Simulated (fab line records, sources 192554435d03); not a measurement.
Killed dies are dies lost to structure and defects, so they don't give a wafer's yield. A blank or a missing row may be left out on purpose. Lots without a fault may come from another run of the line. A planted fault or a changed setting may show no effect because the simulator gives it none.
A struck lot beside a sound one | flow n5_finfet | 38 steps out of a route of 1938
Sound: wafers L246.2, L246.4, L246.6. Struck: wafers L243.3, L243.4, L243.5. The cause comes at the end.
At each step with rows: each side's tool, then ch and its chambers, then its first start. Under that, the readings that differ: sound wafers | struck wafers | difference of the means | sigmas: that difference in standard deviations of wafers without a fault.
alike: readings whose means differ by less than 2 such deviations, and words and numbers that are the same on both sides. not compared: withheld readings, readings that some wafer has no value for, bounds like >300 that may hide the same value, and numbers for which the record gives no deviation and whose values overlap.
The two part at a step that has a row with sigmas, a row that says differs or no value, or rows on one side only. Numbers that don't overlap but have no deviation are shown without sigmas and don't part them. A reading that every wafer of one side lacks parts them only if that side has two wafers or more.

first, 9 steps without rows for these wafers: N5_BEOL_M4_ANNEAL_95 (time 240 s); N5_BEOL_M4_SPUTTER_96 (material Cu, target thk 4.5 nm, time 8.29 s); N5_BEOL_M4_ECD_50 (material Cu, target thk 300 nm); N5_BEOL_M4_ANNEAL_51 (time 90 s); N5_BEOL_M4_CMP_52 (polishes, stops on SiOC, t overpolish 6.8 s, target thk 40 nm); N5_BEOL_M4_PRE_CLEAN_60 (time 15 s); N5_BEOL_M4_CO_CAP_55 (material Co, precursor CCTBA/H2, target thk 2 nm, time 102.1 s); N5_BEOL_M4_PRE_CLEAN_56 (time 15 s); N5_BEOL_M4_DEP_57 (deposits SiCN from 3MS/NH3, target thk 8 nm, time 14 s).
N5_BEOL_M4_RC_MEAS_101:
  sound on prober-01 ch 0, day 14 09:36; struck on prober-01 ch 0, day 12 17:37
  alike: DIBL_N, DIBL_P, IOFF_N, IOFF_P, ION_N, ION_P, SS_N, SS_P, VT_N, VT_P
then, 24 steps without rows for these wafers: N5_BEOL_M5_ILD_DEP_00 (deposits SiCOH lowk from DEMS/porogen, target thk 140.64 nm, time 25.9 s); N5_BEOL_M5_CURE_79 (cures SiCOH lowk, time 240 s); N5_BEOL_M5_PECVD_70 (deposits SiO2 from TEOS/O2, target thk 16 nm, time 18 s); N5_BEOL_M5_HM_DEP_02 (deposits TiN, target thk 20 nm); N5_BEOL_M5_COAT_59 (time 60 s, resist thk 60 nm); N5_BEOL_M5_COAT_60 (time 60 s, resist thk 12 nm); N5_BEOL_M5_COAT_71 (time 60 s, resist thk 5 nm); N5_BEOL_M5_COAT_05 (resist thk 30 nm); N5_BEOL_M5_EBR_07; N5_BEOL_M5_SOFTBAKE_06 (time 60 s); N5_BEOL_M5_EXPOSE_08 (exposes mask M5, target cd 28 nm); N5_BEOL_M5_PEB_09 (peb time 60 s); N5_BEOL_M5_DEVELOP_10 (develop time 30 s); N5_BEOL_M5_DESCUM_16 (chemistry O2, time 7 s); N5_BEOL_M5_ETCH_72 (etches underlayer in N2/H2, target depth 6.5 nm, time 5.2 s); N5_BEOL_M5_ETCH_61 (etches SiARC in CF4, target depth 15.6 nm, time 26 s); N5_BEOL_M5_ETCH_62 (etches SOC in N2/H2, target depth 75 nm, overetch 15 nm, time 112.5 s); N5_BEOL_M5_STRIP_63 (strips in N2/H2); N5_BEOL_M5_STRIP_73 (strips in N2/H2); N5_BEOL_M5_STRIP_64 (strips in CF4); N5_BEOL_M5_HM_OPEN_17 (chemistry Cl2/BCl3, target TiN, target depth 20 nm, overetch 6 nm); N5_BEOL_M5_STRIP_19 (strips in O2); N5_BEOL_M5_COAT_65 (time 60 s, resist thk 60 nm); N5_BEOL_M5_COAT_66 (time 60 s, resist thk 12 nm).
N5_BEOL_M6_STRIP_19: strips in O2.
  sound on rie_diel-01 ch 0,2, day 15 01:31; struck on rie_diel-01 ch 0,3, day 13 06:10
  no value came back on the struck wafers for any of 8 readings (bias_power_w (W), chamber_pressure_mTorr (mTorr) and others); on the sound wafers bias_power_w (W) reads 0 0 0
  reading                                  | sound | struck         | difference | sigmas
  model.SOC_of_BEOL_M6_COAT_59.thk_nm (nm) | 0 0 0 | 92.2 92.2 92.2 | +92.2      |
  not compared: rf_hours_counter_h
N5_BEOL_M6_ETCH_66: etches SOC in N2/H2, target depth 80 nm, overetch 16 nm, time 120 s.
  sound on rie_diel-02 ch 0,1, day 15 02:35; struck on rie_diel-02 ch 0,1, day 13 07:15
  reading                  | sound             | struck           | difference | sigmas
  oes_product_au (a.u.)    | 0.59 0.59 0.59    | 0.79 0.80 0.80   | +0.21      | +5
  model.etch.depth_nm (nm) | 59.96 59.86 59.81 | 96.67 97.2 96.98 | +37.07     |
  alike: drypump_motor_current_A, rf_vpp_V, showerhead_plenum_p_Torr, temp_c, throttle_valve_pct
  not compared: rf_hours_counter_h
N5_BEOL_M6_VIA_ETCH_34: etches SiCOH lowk in C4F6/O2, target depth 126.3 nm, time 50.9 s.
  sound on rie_diel-02 ch 0,1, day 15 02:44; struck on rie_diel-02 ch 0,1, day 13 07:21
  reading               | sound          | struck         | difference | sigmas
  oes_product_au (a.u.) | 0.78 0.78 0.77 | 0.30 0.30 0.30 | -0.48      | -8
  alike: drypump_motor_current_A, rf_vpp_V, showerhead_plenum_p_Torr, throttle_valve_pct
  not compared: rf_hours_counter_h
-- the record jumps here: 4 days lie between the struck wafers' starts before and after (it left off in module BEOL_M6 and takes up again in module PASSIVATION, whose first step shown is number 1936 of the route) --
N5_PASSIVATION_PROBE_49:
  the record has rows for the struck wafers here (prober-02, day 16 20:41) and none for the sound ones

WHERE THEY PART
First at N5_BEOL_M6_STRIP_19; last, within this record, at N5_PASSIVATION_PROBE_49.

WHY: what the simulator had put in
Skipped step whole: rie_diel-01, from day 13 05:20 on, at N5_BEOL_M6_STRIP_19. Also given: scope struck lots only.
